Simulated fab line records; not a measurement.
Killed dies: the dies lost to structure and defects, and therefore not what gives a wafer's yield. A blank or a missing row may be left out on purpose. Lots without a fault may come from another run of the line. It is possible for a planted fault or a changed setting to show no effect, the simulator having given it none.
fab line records	flow n5_finfet	part 1 of 2: steps 1 to 15 of 16
record lots=7	wafers=19	last_day=17
route steps=1938 shown BEOL_M3@942 BEOL_M4@1111 PASSIVATION@1936
lots that met no fault: from a run of the same line without faults
start_h: hours from the record's opening day to when the first of the lot's shown wafers began	wait_h: hours elapsed since this lot's preceding step	" as in the row above	L1.1+2: a row that stands for several wafers	- either no value or no given start	* or withheld: withheld	< > ~ a bound
route shown NAME@n: a module of which the file shows steps, and the number in the route of the first	usual: mean/standard deviation taken from wafers without a fault	same: alike in all rows	chamber/n: place in a boat	sites: readings site by site	_std_site: standard deviation across them	_edge_site: mean of outer sites minus mean of inner sites	radius_mm: how far each site lies from the wafer's centre	mask NAME#n: copy n	behind: the most recent tool/chamber to have shaped the wafer	hold: cause of the lot's hold/its duration in hours/its outcome	device: whichever transistor did not switch (one of n, p or np)	end of line: the tests these same wafers got at the end of their route	a step without rows: its recipe alone	killed: at the first sort, the dies lost to defects and structure; wafer yield is something else	map: shows each die of a wafer: x if killed, . if not, _ if none is there
set.NAME: the setting the step ran with; set.NAME@STEP: the setting that earlier step ran with	model.NAME: the simulator's own value behind a step, which no gauge read
lots at some steps of the route; a table a step, a row a wafer
services: from which hour (start_h, from the record's first day; less than 0 if before it) a tool's chamber was out of use, for how many hours, and why
## steps
# step N5_BEOL_M3_PEB_09
# recipe peb_temp_c=100	peb_time_s=60	resist=CAR-EUV
# step N5_BEOL_M3_DEVELOP_10
# recipe develop_time_s=30	developer=TMAH	resist=CAR-EUV	rinse_liquid=surfactant_rinse	dry=air_spin	dev_temp_c=23
# step N5_BEOL_M3_CD_MEAS_11
# recipe target_cd_nm=17.05	landing_energy_ev=500	detector=se_inlens	polarity=opening
# usual cd_nm=17.19/0.24
lot.wafer	tool	chamber	start_h	wait_h	cd_nm
L532.1	cd_sem-01	0	169.87	-	17.26
L532.2	"	0	"	"	17.20
L532.3	"	0	"	"	17.40
L535.2	cd_sem-02	0	175.08	-	17.58
L535.3	"	0	"	"	17.29
L535.6	"	0	"	"	17.47
L539.1	cd_sem-01	0	201.14	-	17.22
L539.4	"	0	"	"	17.04
L539.6	"	0	"	"	17.30
L541.2	cd_sem-03	0	216.68	-	17.16
L541.3	"	0	"	"	17.13
L543.2	cd_sem-02	0	232.87	-	17.23
L543.3	"	0	"	"	16.95
L545.2	cd_sem-02	0	234.32	-	17.05
L545.4	"	0	"	"	16.63
L545.6	"	0	"	"	17.10
L551.1	cd_sem-02	0	266.80	-	17.51
L551.3	"	0	"	"	17.21
L551.4	"	0	"	"	16.95
# step N5_BEOL_M3_OVL_MEAS_12
# recipe points_per_wafer=522
# usual M3_OVL=-0.1/0.68
lot.wafer	tool	chamber	start_h	wait_h	M3_OVL[nm]
L532.1	overlay-02	0	169.90	0.0	-0.3
L532.2	"	0	"	"	-0.6
L532.3	"	0	"	"	-0.7
L535.2	overlay-02	0	175.11	0.0	-0.7
L535.3	"	0	"	"	0.1
L535.6	"	0	"	"	-1.5
L539.1	overlay-02	0	201.17	0.0	0.4
L539.4	"	0	"	"	0.0
L539.6	"	0	"	"	0.6
L541.2	overlay-01	0	216.72	0.0	0.1
L541.3	"	0	"	"	-0.5
L543.2	overlay-01	0	232.90	0.0	1.4
L543.3	"	0	"	"	0.7
L545.2	overlay-01	0	234.35	0.0	-0.9
L545.4	"	0	"	"	-0.6
L545.6	"	0	"	"	0.0
L551.1	overlay-02	0	266.83	0.0	-1.1
L551.3	"	0	"	"	-0.8
L551.4	"	0	"	"	-1.0
# step N5_BEOL_M3_INSPECT_13
# recipe mode=adi	inspect_instrument=brightfield
# usual raw_defect_count=458/96
lot.wafer	tool	chamber	start_h	wait_h	raw_defect_count
L532.1	defect_inspect-01	-	169.96	0.1	384
L532.2	"	-	"	"	607
L532.3	"	-	"	"	412
L535.2	defect_inspect-01	-	175.17	0.0	584
L535.3	"	-	"	"	575
L535.6	"	-	"	"	536
L539.1	defect_inspect-01	-	201.23	0.1	468
L539.4	"	-	"	"	393
L539.6	"	-	"	"	495
L541.2	defect_inspect-01	-	216.77	0.0	350
L541.3	"	-	"	"	278
L543.2	defect_inspect-01	-	232.96	0.0	533
L543.3	"	-	"	"	444
L545.2	defect_inspect-02	-	234.41	0.0	379
L545.4	"	-	"	"	371
L545.6	"	-	"	"	352
L551.1	defect_inspect-02	-	266.89	0.1	550
L551.3	"	-	"	"	428
L551.4	"	-	"	"	431
# step N5_BEOL_M3_DESCUM_16
# recipe chemistry=O2	time_s=7	source_power_w=50	bias_power_w=20	pressure_mtorr=20	rf_frequency_hz=2.712e+07	temp_c=40	resist=CAR-EUV	o2_flow_sccm=225
# step N5_BEOL_M3_ETCH_74
# recipe chemistry=N2/H2	target=underlayer	target_depth_a=65	mask_material=CAR-EUV	time_s=5.2	ion_energy_ev=200	pressure_mtorr=30	source_w=840	bias_w=150	n2_flow_sccm=200	h2_flow_sccm=200	ends=cleared
# usual drypump_motor_current_A=5.8/0.47	etch_rf_on_time_s=5.17/0.19	oes_product_au=0.69/0.075	rf_vpp_V=523.2/2.2	showerhead_plenum_p_Torr=2.52/0.065	throttle_valve_pct=17.78/0.25
lot.wafer	tool	chamber	start_h	wait_h	drypump_motor_current_A	etch_rf_on_time_s	oes_product_au	rf_hours_counter_h	rf_vpp_V	showerhead_plenum_p_Torr	throttle_valve_pct
L532.1	rie_diel-03	0	170.03	0.0	6.5	5.23	0.58	236	519.1	2.49	17.86
L532.2	"	1	"	"	4.7	5.15	0.78	26	522.5	2.50	18.03
L532.3	"	3	"	"	6.4	4.83	0.81	18	522.7	2.51	17.62
L535.2	rie_diel-05	1	175.54	0.0	5.4	5.45	0.70	51	525.2	2.57	17.45
L535.3	"	0	"	"	6.4	5.09	0.66	99	521.1	2.48	18.09
L535.6	"	3	"	"	5.5	4.82	0.83	-	526.7	2.63	17.94
L539.1	rie_diel-01	1	201.30	0.0	5.7	5.26	0.57	238	520.4	2.39	17.94
L539.4	"	2	"	"	5.6	5.11	0.74	44	523.8	2.47	17.59
L539.6	"	3	"	"	6.3	5.41	0.63	-	522.3	2.45	17.80
L541.2	rie_diel-05	0	216.84	0.0	6.4	5.13	0.66	112	520.7	2.47	18.08
L541.3	"	1	"	"	5.4	5.41	0.69	65	526.3	2.56	17.46
L543.2	rie_diel-05	2	233.03	0.0	5.7	5.21	0.71	62	525.9	2.58	17.50
L543.3	"	3	"	"	5.5	4.78	0.82	27	525.3	2.63	18.03
L545.2	rie_diel-03	1	234.67	0.0	4.7	5.10	0.76	46	522.1	2.49	18.04
L545.4	"	2	"	"	5.2	5.02	0.62	217	523.1	2.51	18.13
L545.6	"	1	"	"	4.7	5.11	0.74	-	521.8	2.49	18.02
L551.1	rie_diel-05	2	267.08	0.0	5.7	5.25	0.70	73	523.9	2.57	17.51
L551.3	"	1	"	"	5.4	5.47	0.66	80	525.3	2.55	17.49
L551.4	"	3	"	"	5.5	4.81	0.80	38	523.3	2.62	18.02
# step N5_BEOL_M3_ETCH_63
# recipe chemistry=CF4	target=SiARC	target_depth_a=156	mask_material=CAR-EUV	time_s=26	ion_energy_ev=80	pressure_mtorr=40	source_w=545	bias_w=36	Ar_flow_sccm=100	cf4_flow_sccm=100	ends=cleared
# usual drypump_motor_current_A=5.8/0.47	etch_rf_on_time_s=25.8/0.97	oes_product_au=0.70/0.075	rf_vpp_V=183.9/0.95	showerhead_plenum_p_Torr=2.12/0.051	throttle_valve_pct=15.50/0.25
lot.wafer	tool	chamber	start_h	wait_h	drypump_motor_current_A	etch_rf_on_time_s	oes_product_au	rf_hours_counter_h	rf_vpp_V	showerhead_plenum_p_Torr	throttle_valve_pct
L532.1	rie_diel-03	0	170.05	0.0	6.6	25.4	0.60	236	184.1	2.14	15.94
L532.2	"	1	"	"	4.7	24.9	0.79	26	184.9	2.11	15.70
L532.3	"	3	"	"	6.4	24.0	0.82	18	184.4	2.11	15.13
L535.2	rie_diel-05	1	175.55	0.0	5.4	27.3	0.70	51	184.6	2.18	15.30
L535.3	"	0	"	"	6.4	25.2	0.68	99	183.1	2.08	15.69
L535.6	"	3	"	"	5.5	24.1	0.84	-	185.9	2.19	15.48
L539.1	rie_diel-01	1	201.32	0.0	5.7	25.9	0.58	238	182.6	2.03	15.75
L539.4	"	2	"	"	5.6	25.4	0.74	44	183.2	2.08	15.38
L539.6	"	3	"	"	6.3	26.7	0.64	-	183.7	2.07	15.56
L541.2	rie_diel-05	0	216.85	0.0	6.4	25.2	0.67	112	183.3	2.07	15.69
L541.3	"	1	"	"	5.4	27.0	0.68	65	183.2	2.17	15.33
L543.2	rie_diel-05	2	233.04	0.0	5.7	25.9	0.73	62	183.9	2.15	15.10
L543.3	"	3	"	"	5.5	24.0	0.81	27	185.3	2.19	15.50
L545.2	rie_diel-03	1	234.68	0.0	4.7	25.4	0.75	46	184.3	2.11	15.75
L545.4	"	2	"	"	5.2	25.4	0.61	217	184.0	2.13	15.82
L545.6	"	1	"	"	4.7	25.4	0.75	-	182.8	2.11	15.76
L551.1	rie_diel-05	2	267.09	0.0	5.7	26.2	0.71	73	183.6	2.14	15.12
L551.3	"	1	"	"	5.4	27.1	0.66	80	183.4	2.17	15.36
L551.4	"	3	"	"	5.5	24.2	0.79	38	185.5	2.19	15.53
# step N5_BEOL_M3_ETCH_64
# recipe chemistry=N2/H2	target=SOC	target_depth_a=750	overetch_a=150	mask_material=SiARC	temp_c=40	time_s=112.5	ion_energy_ev=200	pressure_mtorr=30	source_w=840	bias_w=150	n2_flow_sccm=200	h2_flow_sccm=200
# usual drypump_motor_current_A=5.8/0.47	oes_product_au=0.64/0.062	rf_vpp_V=523.2/2	showerhead_plenum_p_Torr=2.52/0.065	throttle_valve_pct=17.74/0.24
lot.wafer	tool	chamber	start_h	wait_h	drypump_motor_current_A	oes_product_au	rf_hours_counter_h	rf_vpp_V	showerhead_plenum_p_Torr	throttle_valve_pct
L532.1	rie_diel-03	0	170.07	0.0	6.6	0.55	236	523.2	2.49	17.83
L532.2	"	1	"	"	4.7	0.70	26	522.6	2.50	17.97
L532.3	"	3	"	"	6.4	0.73	18	522.3	2.51	17.57
L535.2	rie_diel-05	1	175.58	0.0	5.4	0.67	51	525.8	2.57	17.42
L535.3	"	0	"	"	6.4	0.62	99	521.1	2.48	18.05
L535.6	"	3	"	"	5.5	0.74	-	525.7	2.63	17.92
L539.1	rie_diel-01	1	201.34	0.0	5.7	0.53	238	520.3	2.39	17.88
L539.4	"	2	"	"	5.6	0.68	44	522.0	2.47	17.55
L539.6	"	3	"	"	6.3	0.60	-	521.6	2.45	17.76
L541.2	rie_diel-05	0	216.88	0.0	6.4	0.60	112	521.1	2.47	18.07
L541.3	"	1	"	"	5.5	0.64	65	525.1	2.56	17.43
L543.2	rie_diel-05	2	233.07	0.0	5.7	0.68	63	523.7	2.58	17.50
L543.3	"	3	"	"	5.5	0.73	27	525.8	2.63	17.93
L545.2	rie_diel-03	1	234.71	0.0	4.7	0.68	46	522.3	2.49	18.01
L545.4	"	2	"	"	5.2	0.56	217	524.4	2.51	18.09
L545.6	"	1	"	"	4.7	0.68	-	522.1	2.49	18.00
L551.1	rie_diel-05	2	267.12	0.0	5.7	0.66	73	523.8	2.57	17.50
L551.3	"	1	"	"	5.4	0.63	80	527.0	2.55	17.46
L551.4	"	3	"	"	5.5	0.71	38	524.9	2.62	17.98
# step N5_BEOL_M3_STRIP_65
# recipe chemistry=N2/H2	temp_c=40	n2_flow_sccm=200	h2_flow_sccm=200	rf_frequency_hz=6e+07
# step N5_BEOL_M3_STRIP_75
# recipe chemistry=N2/H2	temp_c=40	n2_flow_sccm=200	h2_flow_sccm=200	rf_frequency_hz=6e+07
# step N5_BEOL_M3_STRIP_66
# recipe chemistry=CF4	resist=SiARC	power_w=300	bias_power_w=75	pressure_mtorr=50	cf4_flow_sccm=150	rf_frequency_hz=6e+07
# usual drypump_motor_current_A=5.8/0.47	oes_product_au=0.80/0.076	power_w=300.1/0.99	rf_vpp_V=270.8/1.3	showerhead_plenum_p_Torr=1.78/0.041	throttle_valve_pct=13.47/0.25
lot.wafer	tool	chamber	start_h	wait_h	drypump_motor_current_A	oes_product_au	power_w	rf_hours_counter_h	rf_vpp_V	showerhead_plenum_p_Torr	throttle_valve_pct
L532.1	rie_diel-03	0	170.20	0.0	6.6	0.68	299.7	236	272.0	1.79	13.89
L532.2	"	1	"	"	4.7	0.88	299.2	26	269.5	1.78	13.66
L532.3	"	3	"	"	6.3	0.90	300.3	18	270.5	1.78	13.13
L535.2	rie_diel-05	1	175.71	0.0	5.4	0.82	299.0	51	271.4	1.82	13.26
L535.3	"	0	"	"	6.4	0.77	300.9	99	270.4	1.74	13.64
L535.6	"	3	"	"	5.5	0.93	299.1	-	273.8	1.84	13.41
L539.1	rie_diel-01	1	201.47	0.0	5.7	0.67	300.2	238	269.7	1.70	13.77
L539.4	"	2	"	"	5.6	0.86	300.4	44	269.7	1.74	13.31
L539.6	"	3	"	"	6.3	0.74	300.9	-	269.9	1.73	13.55
L541.2	rie_diel-05	0	217.01	0.0	6.4	0.76	302.2	112	270.8	1.74	13.68
L541.3	"	1	"	"	5.4	0.81	301.2	65	270.2	1.82	13.31
L543.2	rie_diel-05	2	233.20	0.0	5.7	0.84	298.6	63	271.7	1.80	13.08
L543.3	"	3	"	"	5.5	0.90	299.8	27	272.9	1.84	13.43
L545.2	rie_diel-03	1	234.84	0.0	4.7	0.86	298.9	46	270.8	1.77	13.72
L545.4	"	2	"	"	5.2	0.71	300.8	218	269.9	1.78	13.82
L545.6	"	1	"	"	4.7	0.86	299.3	-	270.2	1.78	13.71
L551.1	rie_diel-05	2	267.25	0.0	5.8	0.83	300.1	73	273.0	1.79	13.09
L551.3	"	1	"	"	5.4	0.79	301.6	80	271.0	1.81	13.33
L551.4	"	3	"	"	5.5	0.88	300.1	38	272.2	1.83	13.46
# step N5_BEOL_M3_HM_OPEN_17
# recipe chemistry=Cl2/BCl3	target_depth_a=200	overetch_a=60	target=TiN	mask_material=SOC	ion_energy_ev=150	pressure_mtorr=10	icp_w=1000	bias_w=126	Cl2_flow_sccm=53.25	bcl3_flow_sccm=21.75	Ar_flow_sccm=25
# usual drypump_motor_current_A=5.9/0.34	oes_ar_750_au=0.74/0.1	oes_product_au=0.63/0.087	throttle_valve_pct=22.33/0.29
lot.wafer	tool	chamber	start_h	wait_h	drypump_motor_current_A	oes_ar_750_au	oes_product_au	rf_hours_counter_h	throttle_valve_pct	model.SOC_of_BEOL_M3_COAT_61.thk_nm
L532.1	rie_metal-02	0	170.25	0.0	5.4	0.75	0.65	39	21.82	52.2
L532.2	"	1	"	"	6.0	0.73	0.61	71	22.34	52
L532.3	"	1	"	"	6.0	0.73	0.62	-	22.32	51.8
L535.2	rie_metal-01	1	175.75	0.0	6.4	0.78	0.63	56	22.54	52.4
L535.3	"	1	"	"	6.4	0.79	0.65	-	22.51	52.4
L535.6	"	1	"	"	6.4	0.79	0.65	-	22.52	52.6
L539.1	rie_metal-01	1	201.51	0.0	6.4	0.78	0.64	58	22.54	53.6
L539.4	"	1	"	"	6.4	0.79	0.63	-	22.55	52.4
L539.6	"	1	"	"	6.4	0.78	0.63	-	22.55	52.4
L541.2	rie_metal-01	1	217.05	0.0	6.3	0.78	0.64	60	22.54	53.6
L541.3	"	1	"	"	6.3	0.78	0.65	-	22.51	52.4
L543.2	rie_metal-01	1	233.24	0.0	6.4	0.78	0.64	61	22.54	53.8
L543.3	"	1	"	"	6.3	0.78	0.64	-	22.53	52.4
L545.2	rie_metal-02	0	234.88	0.0	5.4	0.73	0.64	46	21.82	52.4
L545.4	"	1	"	"	6.0	0.72	0.61	-	22.32	52.2
L545.6	"	0	"	"	5.4	0.72	0.64	-	21.82	52.4
L551.1	rie_metal-02	0	267.30	0.0	5.4	0.72	0.64	48	21.85	52.2
L551.3	"	1	"	"	6.0	0.71	0.60	-	22.34	52
L551.4	"	0	"	"	5.4	0.72	0.64	-	21.84	52.2
# step N5_BEOL_M3_STRIP_19
# recipe chemistry=O2	power_w=400	temp_c=40	pressure_mtorr=30	rf_frequency_hz=6e+07	bias_power_w=0	overash_fraction=0.2	o2_flow_sccm=225
# usual drypump_motor_current_A=5.8/0.54	oes_product_au=0.81/0.091	rf_vpp_V=3.6/0.46	showerhead_plenum_p_Torr=2.06/0.052	throttle_valve_pct=16.56/0.27
lot.wafer	tool	chamber	start_h	wait_h	drypump_motor_current_A	oes_product_au	rf_hours_counter_h	rf_vpp_V	showerhead_plenum_p_Torr	throttle_valve_pct
L532.1	rie_diel-03	2	170.36	0.1	5.2	0.73	194	3.6	2.09	16.86
L532.2	"	3	"	"	6.4	0.92	18	3.6	2.03	16.01
L532.3	"	1	"	"	4.7	0.93	26	3.4	2.04	16.67
L535.2	rie_diel-01	0	175.87	0.1	6.0	0.75	154	3.2	2.11	16.86
L535.3	"	1	"	"	5.7	0.67	232	4.1	1.97	16.74
L535.6	"	3	"	"	6.3	0.74	-	3.5	1.99	16.44
L539.1	rie_diel-03	3	201.67	0.1	6.4	0.90	29	3.8	2.02	16.05
L539.4	"	0	"	"	6.5	0.69	247	3.1	2.05	16.78
L539.6	"	3	"	"	6.4	0.90	-	3.3	2.02	16.04
L541.2	rie_diel-01	0	217.16	0.1	6.0	0.73	166	3.5	2.11	16.87
L541.3	"	1	"	"	5.7	0.65	244	3.6	1.97	16.79
L543.2	rie_diel-01	2	233.51	0.2	5.6	0.86	54	4.3	2.04	16.53
L543.3	"	3	"	"	6.3	0.74	142	3.6	1.99	16.47
L545.2	rie_diel-03	3	235.00	0.1	6.4	0.87	41	3.3	2.02	16.06
L545.4	"	0	"	"	6.5	0.99	1	3.4	2.04	16.31
L545.6	"	1	"	"	4.7	0.89	-	3.5	2.04	16.68
L551.1	rie_diel-05	0	267.41	0.1	6.4	0.75	130	3.2	2.02	16.82
L551.3	"	3	"	"	5.5	0.91	38	4.9	2.12	16.53
L551.4	"	2	"	"	5.7	0.82	74	3.6	2.11	16.21
# step N5_BEOL_M4_RC_MEAS_101
# usual DIBL_N=37.3/2.3	DIBL_P=37.4/2.9	IOFF_N=0.18/0.045	IOFF_P=0.25/0.054	ION_N=679/15	ION_P=468/9.7	SS_N=71.8/0.62	SS_P=73.6/0.76	VT_N=248/4.1	VT_P=-248/3.6
lot.wafer	tool	chamber	start_h	wait_h	DIBL_N[mV/V]	DIBL_P[mV/V]	IOFF_N[nA/um]	IOFF_P[nA/um]	ION_N[uA/um]	ION_P[uA/um]	SS_N[mV/dec]	SS_P[mV/dec]	VT_N[mV]	VT_P[mV]
L532.1	prober-02	0	189.47	0.0	35.9	35.3	0.17	0.23	682	465	71.6	73.5	248	-248
L532.2	"	0	"	"	37.1	38.7	0.20	0.29	701	480	72.1	74.0	245	-244
L532.3	"	0	"	"	35.6	35.6	0.16	0.22	678	465	71.3	73.4	250	-248
L535.2	prober-02	0	195.51	0.2	36.6	36.5	0.16	0.19	685	467	71.4	73.1	250	-252
L535.3	"	0	"	"	36.4	37.9	0.15	0.21	662	459	71.6	74.0	253	-252
L535.6	"	0	"	"	38.1	38.0	0.18	0.22	683	455	71.7	73.8	251	-253
L539.1	prober-02	0	217.87	0.0	36.9	37.5	0.17	0.22	681	476	71.2	73.7	252	-250
L539.4	"	0	"	"	39.8	41.5	0.23	0.31	696	481	72.6	74.1	246	-245
L539.6	"	0	"	"	37.7	37.9	0.17	0.23	679	464	71.3	73.6	251	-250
L541.2	prober-02	0	236.62	0.2	37.3	38.8	0.20	0.23	690	473	72.1	74.6	243	-251
L541.3	"	0	"	"	39.6	40.5	0.21	0.26	678	456	72.7	75.0	249	-251
L543.2	prober-02	0	260.65	0.2	36.0	35.6	0.14	0.22	664	464	71.8	73.6	254	-249
L543.3	"	0	"	"	34.1	32.9	0.12	0.17	647	453	71.5	73.9	254	-251
L545.2	prober-01	0	262.46	0.2	36.2	34.5	0.16	0.22	669	462	71.3	73.0	248	-248
L545.4	"	0	"	"	37.2	37.1	0.18	0.26	674	463	71.6	73.6	248	-244
L545.6	"	0	"	"	43.3	43.2	0.35	0.41	720	493	73.3	75.6	239	-240
L551.1	prober-02	0	295.73	0.0	36.8	36.7	0.16	0.20	677	458	71.4	73.5	249	-253
L551.3	"	0	"	"	34.5	34.0	0.11	0.16	647	445	71.7	73.0	257	-256
L551.4	"	0	"	"	37.9	37.0	0.18	0.20	688	465	72.3	72.4	247	-251
## key
first_sign none at tools or gauges
model_effect step=N5_BEOL_M3_HM_OPEN_17	value=SOC_of_BEOL_M3_COAT_61.thk_nm	without=52.27	struck=53.67
met_at N5_BEOL_M3_HM_OPEN_17
struck_wafers L539.1,L541.2,L543.2
onset_between 175.75 201.51
fault kind=process_parameter_drift	tool=rie_metal-01	chamber=-	onset_h=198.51	steps=N5_BEOL_M3_HM_OPEN_17	channel=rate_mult	offset=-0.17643	shape=step	end_h=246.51	scope=struck_wafers_only
